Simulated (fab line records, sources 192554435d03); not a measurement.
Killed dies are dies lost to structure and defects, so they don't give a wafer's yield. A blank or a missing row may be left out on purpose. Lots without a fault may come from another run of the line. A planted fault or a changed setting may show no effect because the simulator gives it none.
Split-lot experiment | flow n5_finfet | 7 lots, 21 wafers read, on a route of 1938 steps

THE SPLIT
At N5_BEOL_M10_VIA_ETCH_34 (etches SiCOH lowk in C4F6/O2, target depth 184.5 nm, time 69.2 s), the setting time_s was moved away from the recipe's 69.2 s on 5 of the 21 wafers read, by -21.0% to +18.1%. The other wafers ran this setting at the recipe's value.

The reading is taken at the split's own step.

THE READING
SOC_of_BEOL_M10_COAT_63.thk_nm (the simulator's own value, which no gauge read), in nm, at N5_BEOL_M10_VIA_ETCH_34 (etches SiCOH lowk in C4F6/O2, target depth 184.5 nm, time 69.2 s). The file gives no usual value for it. The 16 wafers here that ran the recipe average 92.1 nm, standard deviation 0.42 nm.

wafer  | tool, chamber at the split | time_s as run, s | against the recipe | SOC_of_BEOL_M10_COAT_63.thk_nm, nm | against lot-mates on the recipe
L078.2 | rie_diel-02, 0             | 69.2             | recipe             | 91.8                               | -
L078.3 | rie_diel-02, 2             | 69.2             | recipe             | 91.6                               | -
L078.4 | rie_diel-02, 3             | 69.2             | recipe             | 92.2                               | -
L082.1 | rie_diel-04, 2             | 69.2             | recipe             | 92.8                               | -
L082.4 | rie_diel-04, 1             | 69.2             | recipe             | 92.6                               | -
L082.5 | rie_diel-04, 2             | 69.2             | recipe             | 92.8                               | -
L086.1 | rie_diel-02, 1             | 81.74            | +18.1%             | 90.8                               | -1.4
L086.3 | rie_diel-02, 3             | 81.74            | +18.1%             | 91                                 | -1.2
L086.4 | rie_diel-02, 2             | 69.2             | recipe             | 92.2                               | -
L085.3 | rie_diel-05, 0             | 69.2             | recipe             | 92.4                               | -
L085.5 | rie_diel-05, 0             | 60.85            | -12.1%             | 93.2                               | +0.8
L085.6 | rie_diel-05, 3             | 60.85            | -12.1%             | 93.2                               | +0.8
L094.2 | rie_diel-04, 1             | 69.2             | recipe             | 91.6                               | -
L094.4 | rie_diel-04, 3             | 69.2             | recipe             | 91.8                               | -
L094.5 | rie_diel-04, 3             | 69.2             | recipe             | 91.6                               | -
L095.1 | rie_diel-05, 2             | 69.2             | recipe             | 91.8                               | -
L095.3 | rie_diel-05, 0             | 69.2             | recipe             | 91.8                               | -
L095.6 | rie_diel-05, 2             | 69.2             | recipe             | 92                                 | -
L096.3 | rie_diel-05, 0             | 54.64            | -21.0%             | 94                                 | +2.0
L096.5 | rie_diel-05, 2             | 69.2             | recipe             | 92.4                               | -
L096.6 | rie_diel-05, 3             | 69.2             | recipe             | 91.6                               | -

THE FIT
A straight line over all 21 wafers: SOC_of_BEOL_M10_COAT_63.thk_nm changes by -0.079 nm for each +1% of time_s; r = -0.86; the points scatter about the line by 0.4 nm.
The same after taking each lot's own level away (the mean of its wafers on the recipe; 21 wafers): -0.0779 nm for each +1%; r = -0.96; scatter 0.2 nm.
On that fit, the largest move of time_s shifts the reading by 1.6 nm.
The lots' own levels span 91.67 to 92.73 nm, that is 2.6 times the standard deviation above.
So the lot-to-lot level changes the slope little: the two slopes agree.
Check: with one of the wafers moved furthest among these (-21.0%) left out of the fit, the line predicts +1.46 nm for it against its lot-mates. It came out at +2 nm against them.

OTHER SPLITS ON THESE WAFERS
These wafers also went through other splits before the reading. Each is held against what the fit with the lots' levels taken away leaves over:
other split on the same wafers    | wafers away from the commonest value | r with SOC_of_BEOL_M10_COAT_63.thk_nm (lot level and that fit taken away)
N5_BEOL_M8_TRENCH_ETCH_37 bias_w  | 7                                    | +0.10
N5_BEOL_M8_CURE_75 time_s         | 9                                    | +0.02
N5_BEOL_M10_COAT_60 spin_rpm      | 11                                   | +0.09
N5_BEOL_M10_ETCH_61 cf4_flow_sccm | 2                                    | -0.27

THE WHOLE CHAIN: every reading that the file lists as answering this split, in the file's order
step                    | what it does                                                     | reading                                                                         | change (the file's fit)                | r (the file's)
N5_BEOL_M10_VIA_ETCH_34 | etches SiCOH lowk in C4F6/O2, target depth 184.5 nm, time 69.2 s | etch.depth_nm (the simulator's own value, which no gauge read)                  | +1.72 nm for each +1% of the setting   | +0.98
N5_BEOL_M10_VIA_ETCH_34 | etches SiCOH lowk in C4F6/O2, target depth 184.5 nm, time 69.2 s | SOC_of_BEOL_M10_COAT_63.thk_nm (the simulator's own value, which no gauge read) | -0.0821 nm for each +1% of the setting | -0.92

THE FILE'S OWN FIT
SOC_of_BEOL_M10_COAT_63.thk_nm changes by -0.0821 nm for each +1% of time_s, r = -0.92.
